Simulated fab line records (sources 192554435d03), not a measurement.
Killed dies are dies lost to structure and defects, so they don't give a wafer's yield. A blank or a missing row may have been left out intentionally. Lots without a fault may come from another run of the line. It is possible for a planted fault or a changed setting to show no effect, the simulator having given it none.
Which tool was responsible? / flow n5Finfet / Sampling: 9 lots, 25 wafers, 3 of 1938 route steps

## WHAT THE GAUGES SHOWED, per wafer
N5_BEOL_M4_CD_MEAS_28: target cd 26.2 nm, target cd y 24.1 nm.
lot=L757; measured=day 7 05:56; on=cdSem-03; cdNm (nm)=26.41 26.23 26.45
lot=L760; measured=day 8 05:55; on=cdSem-03; cdNm (nm)=26.03 26.48 26.13
lot=L764; measured=day 10 01:37; on=cdSem-03; cdNm (nm)=26.15 26.13 26.17
lot=L767; measured=day 10 14:17; on=cdSem-02; cdNm (nm)=25.95 26.33 26.15
lot=L770; measured=day 11 15:46; on=cdSem-01; cdNm (nm)=26.09 17.96
lot=L773; measured=day 11 23:32; on=cdSem-02; cdNm (nm)=26.02 19.34
lot=L778; measured=day 13 03:07; on=cdSem-02; cdNm (nm)=26.37 26.34 25.67
lot=L780; measured=day 13 20:58; on=cdSem-01; cdNm (nm)=25.92 26.40 26.14
lot=L779; measured=day 14 03:44; on=cdSem-03; cdNm (nm)=26.00 26.14 26.30

## WHAT TOOL EACH LOT RAN ON (gives the tool, then ch and the chambers of the sampled wafers, and finally the start)
lot=L757; N5_BEOL_M4_HM_OPEN_17=rieMetal-02 ch 0,1, day 7 05:26; N5_BEOL_M4_EXPOSE_25=euvScanner-02 ch 0, day 7 05:48
lot=L760; N5_BEOL_M4_HM_OPEN_17=rieMetal-01 ch 0,1, day 8 05:26; N5_BEOL_M4_EXPOSE_25=euvScanner-01 ch 0, day 8 05:48
lot=L764; N5_BEOL_M4_HM_OPEN_17=rieMetal-02 ch 0,1, day 10 00:55; N5_BEOL_M4_EXPOSE_25=euvScanner-01 ch 0, day 10 01:29
lot=L767; N5_BEOL_M4_HM_OPEN_17=rieMetal-02 ch 0,1, day 10 13:39; N5_BEOL_M4_EXPOSE_25=euvScanner-02 ch 0, day 10 14:08
lot=L770; N5_BEOL_M4_HM_OPEN_17=rieMetal-03 ch 0,1, day 11 15:11; N5_BEOL_M4_EXPOSE_25=euvScanner-02 ch 0, day 11 15:37
lot=L773; N5_BEOL_M4_HM_OPEN_17=rieMetal-03 ch 0,1, day 11 23:02; N5_BEOL_M4_EXPOSE_25=euvScanner-02 ch 0, day 11 23:24
lot=L778; N5_BEOL_M4_HM_OPEN_17=rieMetal-01 ch 0, day 13 02:33; N5_BEOL_M4_EXPOSE_25=euvScanner-01 ch 0, day 13 02:59
lot=L780; N5_BEOL_M4_HM_OPEN_17=rieMetal-01 ch 0,1, day 13 20:20; N5_BEOL_M4_EXPOSE_25=euvScanner-01 ch 0, day 13 20:49
lot=L779; N5_BEOL_M4_HM_OPEN_17=rieMetal-03 ch 0,1, day 14 03:15; N5_BEOL_M4_EXPOSE_25=euvScanner-01 ch 0, day 14 03:37
- N5_BEOL_M4_HM_OPEN_17: chemistry Cl2/BCl3, target TiN, target depth 20 nm, overetch 6 nm.
- N5_BEOL_M4_EXPOSE_25: exposes mask V3, defocus 5 nm.

## THE ANSWER, worked out from the rows above alone
Rule: what is usual is taken from the lots themselves. Put in order of their means at a reading, lots are off if they are a third of the lots or fewer, leave a main group of 4 or more, and stand apart from it by a gap of 3 or more times the standard deviation of the main group's means; of several such gaps the widest counts. If all means in a main group match to the digits the tables above print for the reading, that group is not used. A lot without any number at a reading at which 4 lots or more have one is off too. Where the step has rows for the other lots, those lots are counted as sound.
Off, at N5_BEOL_M4_CD_MEAS_28 on cdNm: L770, L773. For the main group the mean is 26.19 nm and the standard deviation 0.077.
If a tool, at a process step before that reading, ran all the lots that are off and no sound lot after the first of them, it fits. Those tools and the gauges at N5_BEOL_M4_CD_MEAS_28 are tried in the same way. One candidate fits, namely euvScanner-02 at N5_BEOL_M4_EXPOSE_25. Its last sound lot is L767 (day 10 14:08), its first lot that is off L770 (day 11 15:37): a fault that began between those two fits.

## WHAT HAD BEEN PUT IN BY THE SIMULATOR
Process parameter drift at N5_BEOL_M4_EXPOSE_25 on euvScanner-02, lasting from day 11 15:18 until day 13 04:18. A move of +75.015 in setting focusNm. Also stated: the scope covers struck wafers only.
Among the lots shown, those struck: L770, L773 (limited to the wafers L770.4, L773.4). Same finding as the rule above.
